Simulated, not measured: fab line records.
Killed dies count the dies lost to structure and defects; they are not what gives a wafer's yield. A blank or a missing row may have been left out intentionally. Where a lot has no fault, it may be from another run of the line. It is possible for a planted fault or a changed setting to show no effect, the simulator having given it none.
Comparing a struck lot with a sound one + flow n5 finfet + 22 steps out of a route of 1938
Sound: wafers L916.1, L916.4. Struck: wafers L907.2, L907.4, L907.6. The cause is given at the end.
Per side, at each step with rows, come the tool, then ch with its chambers, and then its first start. Under that, the readings that differ: sound wafers + struck wafers + difference of the means + sigmas: that difference in standard deviations of wafers without a fault.
alike: words and numbers the same on both sides, and readings whose means are apart by under 2 such deviations; not compared: readings that were withheld, readings missing a value for some wafer, numbers with overlapping values and no deviation given by the record, and bounds like >300 which may hide the same value.
The two part at a step that has a row with sigmas, a row that says differs or no value, or rows on one side only. When numbers do not overlap yet have no deviation, they are printed without sigmas and do not part them. A reading that every wafer of one side lacks parts them only if that side has two wafers or more.

first, 7 steps without rows for these wafers: N5_BEOL_M4_COAT_73 (time 60 s, resist thk 5 nm); N5_BEOL_M4_COAT_05 (resist thk 30 nm); N5_BEOL_M4_EBR_07; N5_BEOL_M4_SOFTBAKE_06 (time 60 s); N5_BEOL_M4_EXPOSE_08 (exposes mask M4); N5_BEOL_M4_PEB_09 (peb time 60 s); N5_BEOL_M4_DEVELOP_10 (develop time 30 s).
N5_BEOL_M4_CD_MEAS_11: target cd 16.79 nm.
  sound on cd sem-01 ch 0, day 14 04:35; struck on cd sem-03 ch 0, day 12 03:05
  alike: cd nm
N5_BEOL_M4_OVL_MEAS_12:
  sound on overlay-02 ch 0, day 14 04:37; struck on overlay-01 ch 0, day 12 03:07
  alike: M4_OVL
N5_BEOL_M4_INSPECT_13: inspects for defects (brightfield).
  sound on defect inspect-01 at day 14 04:40; struck on defect inspect-02 at day 12 03:11
| reading          | sound   | struck      | difference | sigmas |
|------------------|---------|-------------|------------|--------|
| raw defect count | 588 488 | 341 346 338 | -196       | -2     |
N5_BEOL_M4_DESCUM_16: chemistry O2, time 7 s.
  sound on rie diel-01 ch 0,3, day 14 04:46; struck on rie diel-04 ch 0,3, day 12 03:13
| reading                     | sound   | struck      | difference | sigmas |
|-----------------------------|---------|-------------|------------|--------|
| drypump motor current A (A) | 6.4 6.2 | 5.1 5.1 5.7 | -1.0       | -2     |
  alike: oes product au, rf fwd power W, rf vpp V, showerhead plenum p Torr, throttle valve pct
  not compared: rf hours counter h
N5_BEOL_M4_ETCH_74: etches underlayer in N2/H2, target depth 6.5 nm, time 5.2 s.
  sound on rie diel-01 ch 0,3, day 14 04:48; struck on rie diel-04 ch 0,3, day 12 03:15
| reading                     | sound   | struck      | difference | sigmas |
|-----------------------------|---------|-------------|------------|--------|
| drypump motor current A (A) | 6.5 6.2 | 5.1 5.1 5.7 | -1.0       | -3     |
  alike: bias w, chamber pressure mTorr, etch rf on time s, oes product au, rf fwd power W, rf vpp V, showerhead plenum p Torr, throttle valve pct
  not compared: rf hours counter h
N5_BEOL_M4_ETCH_63: etches SiARC in CF4, target depth 15.6 nm, time 26 s.
  sound on rie diel-01 ch 0,3, day 14 04:49; struck on rie diel-04 ch 0,3, day 12 03:16
  no value came back on the struck wafers for any of 11 readings (bias w (W), cf4 flow sccm (sccm) and others); on the sound wafers bias w (W) reads 35.98 36.06
| reading                                      | sound     | struck         | difference | sigmas |
|----------------------------------------------|-----------|----------------|------------|--------|
| model.CAR-EUV_of_BEOL_M4_COAT_05.thk nm (nm) | 11.2 11.2 | 20.4 20.2 20.4 | +9.1       |        |
N5_BEOL_M4_ETCH_64: etches SOC in N2/H2, target depth 75 nm, overetch 22.5 nm, time 121.9 s.
  sound on rie diel-01 ch 0,3, day 14 04:51; struck on rie diel-04 ch 0,3, day 12 03:17
| reading                     | sound     | struck         | difference | sigmas |
|-----------------------------|-----------|----------------|------------|--------|
| drypump motor current A (A) | 6.4 6.2   | 5.1 5.1 5.6    | -1.0       | -3     |
| oes product au (a.u.)       | 0.54 0.59 | 0.35 0.34 0.26 | -0.25      | -4     |
  alike: bias w, chamber pressure mTorr, rf fwd power W, rf vpp V, showerhead plenum p Torr, throttle valve pct
  not compared: rf hours counter h
then, 2 steps without rows for these wafers: N5_BEOL_M4_STRIP_65 (strips in N2/H2); N5_BEOL_M4_STRIP_75 (strips in N2/H2).
N5_BEOL_M4_STRIP_66: strips in CF4.
  sound on rie diel-01 ch 0,3, day 14 04:59; struck on rie diel-04 ch 0,3, day 12 03:25
| reading                     | sound   | struck      | difference | sigmas |
|-----------------------------|---------|-------------|------------|--------|
| drypump motor current A (A) | 6.4 6.2 | 5.1 5.1 5.7 | -1.0       | -2     |
  alike: oes product au, power w, rf fwd power W, rf vpp V, showerhead plenum p Torr, throttle valve pct
  not compared: rf hours counter h
N5_BEOL_M4_HM_OPEN_17: chemistry Cl2/BCl3, target TiN, target depth 20 nm, overetch 6 nm.
  sound on rie metal-01 ch 0, day 14 05:01; struck on rie metal-02 ch 0,1, day 12 03:28
| reading                     | sound     | struck         | difference | sigmas |
|-----------------------------|-----------|----------------|------------|--------|
| drypump motor current A (A) | 6.4 6.4   | 5.4 5.4 5.5    | -1.0       | -2     |
| oes product au (a.u.)       | 0.65 0.65 | 0.29 0.29 0.25 | -0.37      | -6     |
| throttle valve pct (%)      | 21.5 21.5 | 22.8 22.7 23.1 | +1.4       | +4     |
  alike: mfc ar sccm, rf fwd power W
  not compared: rf hours counter h
N5_BEOL_M4_STRIP_19: strips in O2.
  sound on rie diel-01 ch 0,3, day 14 05:08; struck on rie diel-05 ch 0,1,2, day 12 03:55
| reading      | sound   | struck      | difference | sigmas |
|--------------|---------|-------------|------------|--------|
| rf vpp V (V) | 3.8 4.8 | 2.8 3.8 3.2 | -1.0       | -2     |
  alike: drypump motor current A, oes product au, showerhead plenum p Torr, throttle valve pct
  not compared: rf hours counter h
N5_BEOL_M4_CD_MEAS_18: pitch 36 nm, target cd 18 nm.
  sound on cd sem-02 at day 14 05:12; struck on cd sem-03 at day 12 03:59
| reading    | sound     | struck | difference                    | sigmas |
|------------|-----------|--------|-------------------------------|--------|
| cd nm (nm) | 17.2 17.3 | - - -  | no value on the struck wafers |        |
then, 1 step without rows for these wafers: N5_BEOL_M4_COAT_67 (time 60 s, resist thk 60 nm).
N5_BEOL_M4_RC_MEAS_101:
  the record has rows for the sound wafers here (prober-01 ch 0, day 16 17:51) and none for the struck ones

== WHERE THEY PART ==
First at N5_BEOL_M4_INSPECT_13; last, within this record, at N5_BEOL_M4_RC_MEAS_101.

WHY: the cause the simulator had injected
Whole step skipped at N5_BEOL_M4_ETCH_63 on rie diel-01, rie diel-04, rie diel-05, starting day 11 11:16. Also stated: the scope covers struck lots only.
